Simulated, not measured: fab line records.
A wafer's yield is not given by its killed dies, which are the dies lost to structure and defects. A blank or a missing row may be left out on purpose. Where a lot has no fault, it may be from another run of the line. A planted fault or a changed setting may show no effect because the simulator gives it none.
Which tool was responsible?    flow n5 finfet    9 lots, 27 wafers sampled, at 4 steps of a route of 1938

WHAT THE GAUGES SHOWED, per wafer
N5_BEOL_M4_RC_MEAS_101. Usual: DIBL_N 36.4 mV/V, standard deviation 1.7; DIBL_P 36.4 mV/V, standard deviation 2.1; IOFF_N 0.16 nA/um, standard deviation 0.035; IOFF_P 0.21 nA/um, standard deviation 0.035; ION_N 680 uA/um, standard deviation 11; ION_P 465 uA/um, standard deviation 6.8; SS_N 71.5 mV/dec, standard deviation 0.58; SS_P 73.2 mV/dec, standard deviation 0.72; VT_N 249 mV, standard deviation 3.6; VT_P -250 mV, standard deviation 3.1.
lot   measured      on         DIBL_N (mV/V)   DIBL_P (mV/V)   IOFF_N (nA/um)  IOFF_P (nA/um)  ION_N (uA/um)  ION_P (uA/um)  SS_N (mV/dec)   SS_P (mV/dec)   VT_N (mV)    VT_P (mV)       flag
L576  day 8 12:06   prober-02  38.5 37.1 36.7  37.3 34.6 34.6  0.18 0.14 0.14  0.21 0.17 0.15  693 685 668    464 461 447    71.5 71.3 71.4  73.9 73.2 73.4  246 253 253  -248 -254 -254  
L585  day 10 02:14  prober-02  36.5 38.0 40.3  36.4 39.3 42.2  0.14 0.19 0.24  0.19 0.24 0.30  686 693 701    472 474 475    72.0 71.2 72.4  73.6 73.5 74.3  251 249 244  -252 -249 -245  
L586  day 10 04:45  prober-01  37.7 35.5 35.9  36.4 33.3 34.8  0.19 0.13 0.14  0.24 0.18 0.21  697 655 682    474 457 469    71.9 71.9 71.6  73.2 72.4 72.8  244 252 246  -246 -252 -246  
L587  day 10 17:04  prober-02  37.5 37.0 38.2  39.5 37.7 39.3  0.18 0.16 0.19  0.23 0.20 0.22  680 662 677    463 456 458    71.6 71.4 71.7  74.5 73.6 74.7  249 250 247  -249 -251 -249  
L594  day 12 14:55  prober-02  34.0 37.2 35.8  33.9 36.5 35.5  0.12 0.16 0.14  0.15 0.19 0.18  664 674 676    457 458 464    71.4 71.8 70.8  72.0 72.7 72.2  256 250 252  -253 -252 -255  
L597  day 13 05:23  prober-02  39.5 37.7 41.5  40.4 37.7 42.8  0.24 0.19 0.31  0.28 0.23 0.32  686 702 717    463 471 480    73.2 71.0 72.9  74.5 73.2 75.0  243 243 239  -247 -249 -245  
L595  day 13 08:45  prober-01  36.3 38.7 38.8  34.1 36.9 36.5  0.15 0.20 0.21  0.21 0.25 0.24  680 689 686    469 472 465    71.4 72.1 71.3  73.1 73.9 73.6  249 247 247  -249 -248 -248  
L596  day 13 14:23  prober-01  36.7 35.4 35.4  38.0 35.9 36.5  0.19 0.17 0.18  0.23 0.19 0.19  681 684 690    460 460 466    71.7 71.5 71.6  73.4 73.1 73.5  245 246 248  -249 -253 -254  
L599  day 13 21:46  prober-01  36.0 34.6 38.6  36.2 33.8 39.1  0.16 0.12 0.21  0.23 0.19 0.28  678 665 692    470 464 469    71.7 71.1 72.3  72.8 72.1 74.4  248 252 247  -249 -251 -247  

N5_BEOL_M7_INSPECT_30: inspects for defects (brightfield). Usual: 417 for raw defect count, sd 98.
lot   measured      on                 raw defect count  flag
L576  day 9 16:05   defect inspect-01  355 393 601       
L585  day 11 14:37  defect inspect-02  275 270 337       
L586  day 11 14:39  defect inspect-02  462 529 450       
L587  day 11 17:10  defect inspect-01  501 340 383       
L594  day 13 16:55  defect inspect-02  437 494 438       
L597  day 14 08:47  defect inspect-01  527 415 668       
L595  day 14 12:02  defect inspect-02  279 449 409       
L596  day 14 20:04  defect inspect-02  304 424 493       
L599  day 15 04:32  defect inspect-02  361 447 465       

EACH LOT AND THE TOOL THAT RAN IT (in order: tool; ch and the chambers of the sampled wafers; start)
lot   N5_BEOL_M7_CURE_74             N5_BEOL_M7_STRIP_19
L576  uv cure-02 ch 0, day 9 10:58   rie diel-05 ch 1,2, day 9 14:17
L585  uv cure-03 ch 0, day 11 07:06  rie diel-03 ch 0,1,3, day 11 10:00
L586  uv cure-01 ch 2, day 11 09:47  rie diel-06 ch 0,1,2, day 11 13:01
L587  uv cure-02 ch 1, day 11 13:38  rie diel-06 ch 1,2,3, day 11 16:39
L594  uv cure-03 ch 1, day 13 11:22  rie diel-06 ch 0,1,3, day 13 13:46
L597  uv cure-01 ch 0, day 14 06:09  rie diel-03 ch 0,1, day 14 08:19
L595  uv cure-02 ch 2, day 14 08:19  rie diel-03 ch 0,1,3, day 14 10:38
L596  uv cure-03 ch 0, day 14 15:35  rie diel-06 ch 1,3, day 14 19:35
L599  uv cure-02 ch 2, day 14 23:26  rie diel-03 ch 2,3, day 15 03:16
- N5_BEOL_M7_CURE_74: cures SiCOH lowk, time 240 s.
- N5_BEOL_M7_STRIP_19: strips in O2.

AS READ BY THE TOOLS THEMSELVES (means over the sampled wafers that have a number; for cases with no such wafer, the mark the record gives instead)
N5_BEOL_M7_CURE_74. Usual: lamp power pct 52.32 %, standard deviation 0.056; wafer_temp_C_max 386.9, standard deviation 0.57.
lot   tool        lamp power pct (%)  wafer_temp_C_max  flag
L576  uv cure-02  52.30               386.6             
L585  uv cure-03  52.28               387.4             
L586  uv cure-01  52.34               386.3             
L587  uv cure-02  52.32               387.7             
L594  uv cure-03  52.34               386.2             
L597  uv cure-01  52.28               387.0             
L595  uv cure-02  52.33               387.4             
L596  uv cure-03  52.26               387.2             
L599  uv cure-02  52.36               387.0             

N5_BEOL_M7_STRIP_19. Usual: drypump motor current A 5.41 A, standard deviation 0.28; oes product au 0.81 a.u., standard deviation 0.1; rf vpp V 3.6 V, standard deviation 0.6; showerhead plenum p Torr 2.11 Torr, standard deviation 0.05; throttle valve pct 16.58 %, standard deviation 0.22.
lot   tool         drypump motor current A (A)  oes product au (a.u.)  rf vpp V (V)  showerhead plenum p Torr (Torr)  throttle valve pct (%)  flag
L576  rie diel-05  5.52                         0.92                   4.2           2.08                             16.28                   
L585  rie diel-03  5.46                         0.82                   3.9           2.14                             16.53                   
L586  rie diel-06  5.47                         0.79                   4.2           2.13                             16.71                   
L587  rie diel-06  5.55                         0.77                   4.0           2.10                             16.78                   
L594  rie diel-06  5.27                         0.76                   3.7           2.13                             16.67                   
L597  rie diel-03  5.72                         0.71                   3.4           2.11                             16.61                   
L595  rie diel-03  5.46                         0.78                   3.6           2.13                             16.58                   
L596  rie diel-06  5.36                         0.75                   3.5           2.09                             16.78                   
L599  rie diel-03  5.22                         0.89                   3.4           2.08                             16.50                   

THE ANSWER, worked out from the rows above alone
Rule: lot off if the mean of its wafers having a number is beyond 3 standard deviations from the usual mean. Also off: a lot with no number at a reading for which 4 or more lots have one. Any other lot the step has rows for is counted as sound. After the gauges, taken in route order, come the tools' own readings; for these a lot's mean is taken, as printed above. The first step at which some lot is off is used, and at that step the reading that is off furthest; a lot without a number counts as furthest.
None of the lots is off at any reading shown; this tells nothing.

WHAT THE SIMULATOR HAD INSERTED
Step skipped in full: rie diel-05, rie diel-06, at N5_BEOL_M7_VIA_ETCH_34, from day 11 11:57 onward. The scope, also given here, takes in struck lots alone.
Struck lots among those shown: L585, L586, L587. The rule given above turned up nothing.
